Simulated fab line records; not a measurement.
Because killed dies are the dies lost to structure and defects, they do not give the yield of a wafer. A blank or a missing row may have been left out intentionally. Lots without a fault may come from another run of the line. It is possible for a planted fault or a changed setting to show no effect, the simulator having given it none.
Which tool did it?	flow nandHarc	23 lots with 69 wafers sampled at 6 steps, on a route of 1159 steps

WHAT THE GAUGES SHOWED, per wafer
The record holds no reading of a measuring or inspecting step that can be judged against a usual standard deviation.

EACH LOT AND THE TOOL THAT RAN IT (in order: tool; ch and the chambers of the sampled wafers; start)
lot	NHARC_A_STAIRCASE_ETCH_188	NHARC_A_STAIRCASE_ETCH_192	NHARC_A_STAIRCASE_TRIM_193	NHARC_A_STAIRCASE_TRIM_196	NHARC_A_STAIRCASE_ETCH_221	NHARC_A_STAIRCASE_TRIM_222
L074	rieDiel-02 ch 0,2,3, day 10 23:56 or earlier	rieDiel-02 ch 1,2, day 10 23:56 or earlier	rieDiel-02 ch 0,3, day 10 23:56 or earlier	rieDiel-08 ch 0,2,3, day 10 23:56	rieDiel-07 ch 2,3, no start	rieDiel-07 ch 0,2,3, no start
L077	rieDiel-07 ch 0,2,3, day 11 15:22 or earlier	rieDiel-07 ch 2,3, day 11 15:22 or earlier	rieDiel-07 ch 1,2, day 11 15:22 or earlier	rieDiel-08 ch 0,1,3, day 11 15:22	rieDiel-07 ch 0,1,3, no start	rieDiel-07 ch 0,1,2, no start
L075	rieDiel-02 ch 0,1,3, day 11 15:35 or earlier	rieDiel-02 ch 0,1,3, day 11 15:35 or earlier	rieDiel-02 ch 0,1,3, day 11 15:35 or earlier	rieDiel-08 ch 2,3, day 11 15:35	rieDiel-07 ch 2,3, no start	rieDiel-07 ch 0,2,3, no start
L076	rieDiel-02 ch 0,1, day 11 23:56 or earlier	rieDiel-02 ch 0,3, day 11 23:56 or earlier	rieDiel-02 ch 1,3, day 11 23:56 or earlier	rieDiel-08 ch 0,1,3, day 11 23:56	rieDiel-02 ch 0,1,3, no start	rieDiel-02 ch 0,3, no start
L080	rieDiel-08 ch 2,3, day 12 04:08 or earlier	rieDiel-08 ch 0,2,3, day 12 04:08 or earlier	rieDiel-08 ch 0,1,2, day 12 04:08 or earlier	rieDiel-07 ch 2,3, day 12 04:08	rieDiel-07 ch 0,1,2, no start	rieDiel-07 ch 1,2,3, no start
L079	rieDiel-02 ch 0,3, day 12 06:02 or earlier	rieDiel-02 ch 0,3, day 12 06:02 or earlier	rieDiel-02 ch 0,1, day 12 06:02 or earlier	rieDiel-07 ch 1,2, day 12 06:02	rieDiel-08 ch 0,3, no start	rieDiel-08 ch 0,2, no start
L078	rieDiel-02 ch 0,1,3, day 12 09:31 or earlier	rieDiel-02 ch 0,3, day 12 09:31 or earlier	rieDiel-02 ch 0,3, day 12 09:31 or earlier	rieDiel-07 ch 0,3, day 12 09:31	rieDiel-08 ch 1,3, no start	rieDiel-08 ch 0,1,2, no start
L081	rieDiel-08 ch 2,3, day 12 13:26 or earlier	rieDiel-08 ch 0,1,2, day 12 13:26 or earlier	rieDiel-08 ch 0,1,2, day 12 13:26 or earlier	rieDiel-08 ch 1,3, day 12 13:26	rieDiel-07 ch 0,1,2, no start	rieDiel-07 ch 0,1, no start
L083	rieDiel-08 ch 0,2,3, day 12 23:50 or earlier	rieDiel-08 ch 0,2, day 12 23:50 or earlier	rieDiel-08 ch 1,2,3, day 12 23:50 or earlier	rieDiel-08 ch 1,2,3, day 12 23:50	rieDiel-02 ch 0,1,2, no start	rieDiel-02 ch 0,1, no start
L084	rieDiel-08 ch 1,2,3, day 13 12:49 or earlier	rieDiel-08 ch 0,1, day 13 12:49 or earlier	rieDiel-08 ch 0,3, day 13 12:49 or earlier	rieDiel-08 ch 2,3, day 13 12:49	rieDiel-07 ch 2,3, no start	rieDiel-07 ch 0,1,3, no start
L085	rieDiel-07 ch 0,2,3, day 13 16:25 or earlier	rieDiel-07 ch 1,2, day 13 16:25 or earlier	rieDiel-07 ch 0,3, day 13 16:25 or earlier	rieDiel-02 ch 0,1,2, day 13 16:25	rieDiel-07 ch 1,2, no start	rieDiel-07 ch 0,1,2, no start
L086	rieDiel-02 ch 0,1,2, day 14 04:14 or earlier	rieDiel-02 ch 0,1,3, day 14 04:14 or earlier	rieDiel-02 ch 1,2,3, day 14 04:14 or earlier	rieDiel-02 ch 0,1,2, day 14 04:14	rieDiel-02 ch 1,2,3, no start	rieDiel-02 ch 0,1,2, no start
L087	rieDiel-07 ch 0,2, day 14 05:22 or earlier	rieDiel-07 ch 0,3, day 14 05:22 or earlier	rieDiel-07 ch 0,3, day 14 05:22 or earlier	rieDiel-07 ch 2,3, day 14 05:22	rieDiel-02 ch 1,2,3, no start	rieDiel-02 ch 0,3, no start
L088	rieDiel-08 ch 0,2, day 14 09:45 or earlier	rieDiel-08 ch 0,1,2, day 14 09:45 or earlier	rieDiel-08 ch 1,2,3, day 14 09:45 or earlier	rieDiel-07 ch 0,1,3, day 14 09:45	rieDiel-02 ch 1,2, no start	rieDiel-02 ch 1,2,3, no start
L090	rieDiel-07 ch 1,2,3, day 14 20:58 or earlier	rieDiel-07 ch 1,3, day 14 20:58 or earlier	rieDiel-07 ch 1,3, day 14 20:58 or earlier	rieDiel-07 ch 0,1,3, day 14 20:58	rieDiel-08 ch 0,1,3, no start	rieDiel-08 ch 0,2, no start
L089	rieDiel-07 ch 0,3, day 14 21:18 or earlier	rieDiel-07 ch 0,1,2, day 14 21:18 or earlier	rieDiel-07 ch 0,2, day 14 21:18 or earlier	rieDiel-07 ch 2,3, day 14 21:18	rieDiel-07 ch 0,3, no start	rieDiel-07 ch 1,3, no start
L091	rieDiel-08 ch 0,3, day 15 05:18 or earlier	rieDiel-08 ch 2,3, day 15 05:18 or earlier	rieDiel-08 ch 1,2, day 15 05:18 or earlier	rieDiel-02 ch 1,2, day 15 05:18	rieDiel-07 ch 0,1,3, no start	rieDiel-07 ch 1,2, no start
L092	rieDiel-08 ch 0,2, day 15 06:49 or earlier	rieDiel-08 ch 0,2,3, day 15 06:49 or earlier	rieDiel-08 ch 0,2, day 15 06:49 or earlier	rieDiel-02 ch 0,2, day 15 06:49	rieDiel-08 ch 1,2, no start	rieDiel-08 ch 0,2,3, no start
L093	rieDiel-02 ch 1,2, day 15 15:28 or earlier	rieDiel-02 ch 0,1, day 15 15:28 or earlier	rieDiel-02 ch 2,3, day 15 15:28 or earlier	rieDiel-02 ch 0,1,3, day 15 15:28	rieDiel-07 ch 0,1,3, no start	rieDiel-07 ch 0,1,3, no start
L094	rieDiel-02 ch 0,3, day 16 00:19 or earlier	rieDiel-02 ch 0,1,2, day 16 00:19 or earlier	rieDiel-02 ch 1,2, day 16 00:19 or earlier	rieDiel-08 ch 1,2,3, day 16 00:19	rieDiel-07 ch 0,2,3, no start	rieDiel-07 ch 1,2, no start
L095	rieDiel-02 ch 1,2, day 16 04:38 or earlier	rieDiel-02 ch 0,1,3, day 16 04:38 or earlier	rieDiel-02 ch 2,3, day 16 04:38 or earlier	rieDiel-08 ch 1,2, day 16 04:38	rieDiel-08 ch 0,2, no start	rieDiel-08 ch 1,2,3, no start
L097	rieDiel-07 ch 0,1, day 16 04:52 or earlier	rieDiel-07 ch 1,2, day 16 04:52 or earlier	rieDiel-07 ch 1,3, day 16 04:52 or earlier	rieDiel-02 ch 0,2, day 16 04:52	rieDiel-08 ch 1,3, no start	rieDiel-08 ch 1,2,3, no start
L096	rieDiel-02 ch 1,2,3, day 16 12:03 or earlier	rieDiel-02 ch 0,1,3, day 16 12:03 or earlier	rieDiel-02 ch 0,1,2, day 16 12:03 or earlier	rieDiel-07 ch 2,3, day 16 12:03	rieDiel-07 ch 0,1,2, no start	rieDiel-07 ch 1,2,3, no start
- NHARC_A_STAIRCASE_ETCH_188: etches the open film in C4F8/O2, target depth 100 nm, time 40.5 s.
- NHARC_A_STAIRCASE_ETCH_192: etches the open film in C4F8/O2, target depth 100 nm, time 40.5 s.
- NHARC_A_STAIRCASE_TRIM_193: chemistry O2, time 211.2 s.
- NHARC_A_STAIRCASE_TRIM_196: chemistry O2, time 211.2 s.
- NHARC_A_STAIRCASE_ETCH_221: etches the open film in C4F8/O2, target depth 100 nm, time 40.5 s.
- NHARC_A_STAIRCASE_TRIM_222: chemistry O2, time 211.2 s.

WHAT THE TOOLS THEMSELVES READ (means of the sampled wafers that have a number; where no wafer has one, the mark that the record gives instead)
NHARC_A_STAIRCASE_ETCH_188. Usual: oesProductAu 0.939 a.u., standard deviation 0.013; rfFwdPowerW 591.5 W, standard deviation 2.3; rfVppV 898 V, standard deviation 6.1.
lot	tool	oesProductAu (a.u.)	rfFwdPowerW (W)	rfVppV (V)	flag
L074	rieDiel-02	0.947	590.4	897	
L077	rieDiel-07	0.932	591.2	896	
L075	rieDiel-02	0.941	590.9	897	
L076	rieDiel-02	0.930	592.4	903	
L080	rieDiel-08	0.949	591.4	892	
L079	rieDiel-02	0.930	590.5	899	
L078	rieDiel-02	0.931	590.6	897	
L081	rieDiel-08	0.941	590.9	892	
L083	rieDiel-08	0.929	590.7	896	
L084	rieDiel-08	0.953	591.1	895	
L085	rieDiel-07	0.939	592.9	896	
L086	rieDiel-02	0.946	593.7	901	
L087	rieDiel-07	0.940	591.2	902	
L088	rieDiel-08	0.944	591.2	896	
L090	rieDiel-07	0.953	592.2	893	
L089	rieDiel-07	0.927	592.8	894	
L091	rieDiel-08	0.930	592.3	900	
L092	rieDiel-08	0.965	592.7	891	
L093	rieDiel-02	0.942	592.2	898	
L094	rieDiel-02	0.946	590.3	905	
L095	rieDiel-02	0.923	593.3	898	
L097	rieDiel-07	0.922	593.5	900	
L096	rieDiel-02	0.943	592.2	900	

NHARC_A_STAIRCASE_ETCH_192. Usual: oesProductAu 0.940 a.u., standard deviation 0.011; rfFwdPowerW 591.6 W, standard deviation 2.5; rfVppV 898 V, standard deviation 6.1.
lot	tool	oesProductAu (a.u.)	rfFwdPowerW (W)	rfVppV (V)	flag
L074	rieDiel-02	0.949	594.8	899	
L077	rieDiel-07	0.931	592.6	894	
L075	rieDiel-02	0.933	590.5	898	
L076	rieDiel-02	0.930	590.7	893	
L080	rieDiel-08	0.937	590.3	896	
L079	rieDiel-02	0.940	588.6	892	
L078	rieDiel-02	0.943	588.9	893	
L081	rieDiel-08	0.943	591.6	896	
L083	rieDiel-08	0.944	590.4	892	
L084	rieDiel-08	0.944	592.5	900	
L085	rieDiel-07	0.933	593.9	899	
L086	rieDiel-02	0.938	590.5	896	
L087	rieDiel-07	0.918	590.3	894	
L088	rieDiel-08	0.944	593.6	896	
L090	rieDiel-07	0.938	593.2	895	
L089	rieDiel-07	0.935	593.5	900	
L091	rieDiel-08	0.961	589.8	895	
L092	rieDiel-08	0.952	591.1	896	
L093	rieDiel-02	0.926	591.7	903	
L094	rieDiel-02	0.934	591.6	901	
L095	rieDiel-02	0.937	592.2	903	
L097	rieDiel-07	0.932	593.5	897	
L096	rieDiel-02	0.944	591.0	902	

NHARC_A_STAIRCASE_TRIM_193. Usual: drypumpMotorCurrentA 5.7 A, standard deviation 0.55; oesProductAu 0.999 a.u., standard deviation 0.008; rfVppV 57.9 V, standard deviation 0.86; showerheadPlenumPTorr 3.57 Torr, standard deviation 0.17; throttleValvePct 17.036 %, standard deviation 0.0085.
lot	tool	drypumpMotorCurrentA (A)	oesProductAu (a.u.)	rfVppV (V)	showerheadPlenumPTorr (Torr)	throttleValvePct (%)	flag
L074	rieDiel-02	5.5	0.996	57.2	3.46	17.035	
L077	rieDiel-07	5.0	1.002	58.4	3.57	17.032	
L075	rieDiel-02	5.5	1.000	58.1	3.57	17.033	
L076	rieDiel-02	5.3	1.002	57.5	3.52	17.030	
L080	rieDiel-08	6.3	1.002	56.9	3.53	17.033	
L079	rieDiel-02	5.4	1.005	58.0	3.68	17.040	
L078	rieDiel-02	5.5	1.004	57.4	3.45	17.037	
L081	rieDiel-08	6.3	1.001	57.8	3.53	17.045	
L083	rieDiel-08	6.4	1.011	58.3	3.52	17.030	
L084	rieDiel-08	6.1	0.998	58.1	3.64	17.040	
L085	rieDiel-07	5.1	1.001	57.6	3.64	17.046	
L086	rieDiel-02	5.7	0.996	57.1	3.49	17.035	
L087	rieDiel-07	5.1	1.002	58.0	3.63	17.035	
L088	rieDiel-08	6.4	1.002	57.4	3.51	17.038	
L090	rieDiel-07	5.5	1.000	57.8	3.40	17.027	
L089	rieDiel-07	5.0	0.988	58.2	3.62	17.036	
L091	rieDiel-08	6.4	1.007	57.2	3.50	17.035	
L092	rieDiel-08	6.2	1.003	58.2	3.42	17.046	
L093	rieDiel-02	6.0	1.000	58.5	3.64	17.038	
L094	rieDiel-02	5.6	0.998	57.0	3.59	17.041	
L095	rieDiel-02	6.0	0.997	59.2	3.63	17.041	
L097	rieDiel-07	5.5	0.997	58.1	3.39	17.039	
L096	rieDiel-02	5.8	0.990	58.0	3.64	17.037	

NHARC_A_STAIRCASE_TRIM_196. Usual: drypumpMotorCurrentA 5.7 A, standard deviation 0.59; oesProductAu 0.998 a.u., standard deviation 0.0075; rfVppV 57.8 V, standard deviation 0.99; showerheadPlenumPTorr 3.58 Torr, standard deviation 0.15; throttleValvePct 17.037 %, standard deviation 0.0074.
lot	tool	drypumpMotorCurrentA (A)	oesProductAu (a.u.)	rfVppV (V)	showerheadPlenumPTorr (Torr)	throttleValvePct (%)	flag
L074	rieDiel-08	6.2	1.000	57.5	3.54	17.040	
L077	rieDiel-08	6.3	1.002	58.1	3.64	17.033	
L075	rieDiel-08	6.3	1.001	58.2	3.53	17.033	
L076	rieDiel-08	6.3	1.001	57.7	3.63	17.041	
L080	rieDiel-07	5.3	0.998	56.8	3.48	17.038	
L079	rieDiel-07	4.9	0.991	57.9	3.57	17.041	
L078	rieDiel-07	5.1	0.987	58.1	3.64	17.032	
L081	rieDiel-08	6.4	1.003	57.8	3.62	17.040	
L083	rieDiel-08	6.4	1.002	57.3	3.52	17.034	
L084	rieDiel-08	6.3	1.009	57.6	3.52	17.036	
L085	rieDiel-02	5.8	1.001	57.5	3.65	17.032	
L086	rieDiel-02	5.8	1.006	58.1	3.65	17.028	
L087	rieDiel-07	5.3	0.998	56.8	3.47	17.033	
L088	rieDiel-07	5.1	0.999	57.2	3.56	17.037	
L090	rieDiel-07	5.1	1.000	57.4	3.56	17.034	
L089	rieDiel-07	5.6	1.006	57.0	3.39	17.032	
L091	rieDiel-02	6.0	1.000	58.5	3.58	17.035	
L092	rieDiel-02	6.0	0.992	58.0	3.63	17.038	
L093	rieDiel-02	5.5	0.993	58.4	3.73	17.042	
L094	rieDiel-08	6.4	1.012	57.9	3.50	17.040	
L095	rieDiel-08	6.3	1.011	56.2	3.40	17.029	
L097	rieDiel-02	6.1	0.989	58.2	3.62	17.038	
L096	rieDiel-07	5.6	0.997	56.8	3.39	17.039	

NHARC_A_STAIRCASE_ETCH_221. Usual: oesProductAu 0.938 a.u., standard deviation 0.013; rfFwdPowerW 591.8 W, standard deviation 2.9; rfVppV 897 V, standard deviation 6.2.
lot	tool	oesProductAu (a.u.)	rfFwdPowerW (W)	rfVppV (V)	flag
L074	rieDiel-07	0.946	590.5	891	
L077	rieDiel-07	0.930	591.1	897	
L075	rieDiel-07	0.920	591.1	891	
L076	rieDiel-02	0.940	589.7	897	
L080	rieDiel-07	0.931	594.3	901	
L079	rieDiel-08	0.929	588.9	899	
L078	rieDiel-08	0.932	590.1	900	
L081	rieDiel-07	0.942	594.7	900	
L083	rieDiel-02	0.940	594.4	900	
L084	rieDiel-07	0.936	591.0	894	
L085	rieDiel-07	0.934	593.8	897	
L086	rieDiel-02	0.952	591.2	894	
L087	rieDiel-02	0.935	591.1	894	
L088	rieDiel-02	0.949	593.1	899	
L090	rieDiel-08	0.934	590.8	900	
L089	rieDiel-07	0.922	588.8	894	
L091	rieDiel-07	0.948	592.4	896	
L092	rieDiel-08	0.955	590.7	896	
L093	rieDiel-07	0.948	590.7	896	
L094	rieDiel-07	0.926	590.6	895	
L095	rieDiel-08	0.950	590.8	892	
L097	rieDiel-08	0.929	590.4	899	
L096	rieDiel-07	0.950	590.7	901	

NHARC_A_STAIRCASE_TRIM_222. Usual: drypumpMotorCurrentA 5.5 A, standard deviation 0.61; oesProductAu 0.999 a.u., standard deviation 0.0076; rfVppV 57.9 V, standard deviation 0.95; showerheadPlenumPTorr 3.56 Torr, standard deviation 0.16; throttleValvePct 17.036 %, standard deviation 0.009.
lot	tool	drypumpMotorCurrentA (A)	oesProductAu (a.u.)	rfVppV (V)	showerheadPlenumPTorr (Torr)	throttleValvePct (%)	flag
L074	rieDiel-07	5.2	1.002	57.2	3.57	17.039	
L077	rieDiel-07	4.9	1.000	58.5	3.65	17.036	
L075	rieDiel-07	5.2	1.012	57.6	3.56	17.036	
L076	rieDiel-02	5.6	1.003	57.8	3.62	17.041	
L080	rieDiel-07	5.2	0.996	57.3	3.49	17.038	
L079	rieDiel-08	6.2	0.993	57.5	3.43	17.043	
L078	rieDiel-08	6.3	0.994	57.4	3.53	17.029	
L081	rieDiel-07	4.8	0.993	59.5	3.65	17.037	
L083	rieDiel-02	5.4	0.998	58.0	3.67	17.031	
L084	rieDiel-07	5.1	1.004	58.5	3.56	17.028	
L085	rieDiel-07	4.9	0.988	58.0	3.64	17.041	
L086	rieDiel-02	5.7	0.997	57.7	3.65	17.037	
L087	rieDiel-02	5.6	0.995	57.4	3.61	17.042	
L088	rieDiel-02	5.7	0.998	58.3	3.49	17.039	
L090	rieDiel-08	6.1	1.006	57.7	3.53	17.034	
L089	rieDiel-07	5.1	0.998	57.1	3.48	17.037	
L091	rieDiel-07	5.0	1.003	57.7	3.55	17.031	
L092	rieDiel-08	6.2	1.001	58.1	3.52	17.039	
L093	rieDiel-07	5.1	0.993	57.9	3.55	17.047	
L094	rieDiel-07	4.9	0.995	57.2	3.55	17.042	
L095	rieDiel-08	6.4	1.008	58.0	3.50	17.038	
L097	rieDiel-08	6.4	1.004	57.3	3.50	17.041	
L096	rieDiel-07	5.2	0.994	57.1	3.47	17.040	

THE ANSWER, worked out from the rows above alone
Rule: a lot is off if the mean of its wafers that have a number lies more than 3 standard deviations from the usual mean. Also off: a lot with no number at a reading for which 4 or more lots have one. The other lots that the step has rows for count as sound. The gauges are gone through in route order, then the tools' own readings, and for those a lot's mean is taken as printed above. The first step at which some lot is off is used, and at that step the reading that is off furthest; a lot without a number counts as furthest.
No lot is off on any of the readings shown, so nothing can be concluded from this.

WHAT WAS PUT IN BY THE SIMULATOR
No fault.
